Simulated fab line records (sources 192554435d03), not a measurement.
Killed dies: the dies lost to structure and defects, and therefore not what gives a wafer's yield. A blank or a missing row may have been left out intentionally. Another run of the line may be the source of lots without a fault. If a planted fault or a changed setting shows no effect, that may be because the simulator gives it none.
Which tool did it?	flow n5 finfet	12 lots with 36 wafers sampled at 5 steps, on a route of 1938 steps

WHAT EACH GAUGE READ, for each wafer
N5_BEOL_M2_THK_MEAS_01.
lot	measured	on	M2_ILD_THK (nm)
L075	day 7 01:55	film metro-01	78.5 78.5 79.2
L077	day 7 17:36	film metro-02	77.7 78.2 79.3
L079	day 8 00:20	film metro-01	78.1 78.2 77.3
L081	day 8 07:47	film metro-02	78.3 79.7 80.5
L083	day 8 20:49	film metro-01	78.6 77.7 78.0
L085	day 9 04:52	film metro-01	78.7 78.3 79.6
L087	day 10 02:53	film metro-01	77.4 78.3 79.0
L090	day 10 15:26	film metro-02	78.0 78.4 78.3
L091	day 10 21:40	film metro-01	77.8 79.0 80.4
L093	day 11 02:23	film metro-02	77.9 79.0 78.9
L095	day 11 16:08	film metro-01	77.4 77.8 79.1
L097	day 12 12:02	film metro-02	78.5 79.6 78.8

WHICH TOOL RAN EACH LOT (tool, then ch and the chambers of the sampled wafers, then the start)
lot	N5_BEOL_M1_ANNEAL_80	N5_BEOL_M1_ANNEAL_91	N5_BEOL_M1_ANNEAL_95	N5_BEOL_M1_CO_CAP_55
L075	pvd sputter-01, day 6 23:16	pvd sputter-01, day 7 00:08	pvd sputter-01, day 7 00:35	cvd co-01 ch 0,1, day 7 01:36
L077	pvd sputter-03, day 7 05:11	pvd sputter-03, day 7 15:50	pvd sputter-03, day 7 16:17	cvd co-02 ch 0,1,2, day 7 17:17
L079	pvd sputter-02, day 7 20:49	pvd sputter-02, day 7 21:42	pvd sputter-02, day 7 22:08	cvd co-01 ch 0,1, day 8 00:02
L081	pvd sputter-02, day 8 03:50	pvd sputter-02, day 8 04:43	pvd sputter-02, day 8 05:09	cvd co-02 ch 0,2, day 8 07:29
L083	pvd sputter-02, day 8 18:11	pvd sputter-02, day 8 19:04	pvd sputter-02, day 8 19:30	cvd co-01 ch 0,1, day 8 20:30
L085	pvd sputter-01, day 9 02:11	pvd sputter-01, day 9 03:04	pvd sputter-01, day 9 03:30	cvd co-01 ch 0,1,2, day 9 04:33
L087	pvd sputter-03, day 10 00:07	pvd sputter-03, day 10 01:00	pvd sputter-03, day 10 01:26	cvd co-01 ch 1,2, day 10 02:35
L090	pvd sputter-03, day 10 12:44	pvd sputter-03, day 10 13:37	pvd sputter-03, day 10 14:03	cvd co-01 ch 1,2, day 10 15:07
L091	pvd sputter-02, day 10 19:01	pvd sputter-02, day 10 19:54	pvd sputter-02, day 10 20:20	cvd co-02 ch 0,1, day 10 21:21
L093	pvd sputter-03, day 10 23:43	pvd sputter-03, day 11 00:35	pvd sputter-03, day 11 01:02	cvd co-01 ch 1,2, day 11 02:02
L095	pvd sputter-03, day 11 13:29	pvd sputter-03, day 11 14:22	pvd sputter-03, day 11 14:49	cvd co-02 ch 0,2, day 11 15:49
L097	pvd sputter-01, day 12 09:24	pvd sputter-01, day 12 10:17	pvd sputter-01, day 12 10:43	cvd co-01 ch 0,1, day 12 11:44
- N5_BEOL_M1_ANNEAL_80: time 240 s.
- N5_BEOL_M1_ANNEAL_91: time 240 s.
- N5_BEOL_M1_ANNEAL_95: time 240 s.
- N5_BEOL_M1_CO_CAP_55: material Co, precursor CCTBA/H2, target thk 2 nm, time 102.1 s.

THE ANSWER, worked out from the rows above alone
Rule: what is usual is taken from the lots themselves. Put in order of their means at a reading, lots are off if they are a third of the lots or fewer, leave a main group of 4 or more, and stand apart from it by a gap of 3 or more times the standard deviation of the main group's means; of several such gaps the widest counts. If all means in a main group match to the digits the tables above print for the reading, that group is not used. Also off: a lot with no number at a reading for which 4 or more lots have one. Any other lot the step has rows for is counted as sound.
Nothing can be told from this: no lot is off at any reading shown.

WHAT HAD BEEN PUT IN BY THE SIMULATOR
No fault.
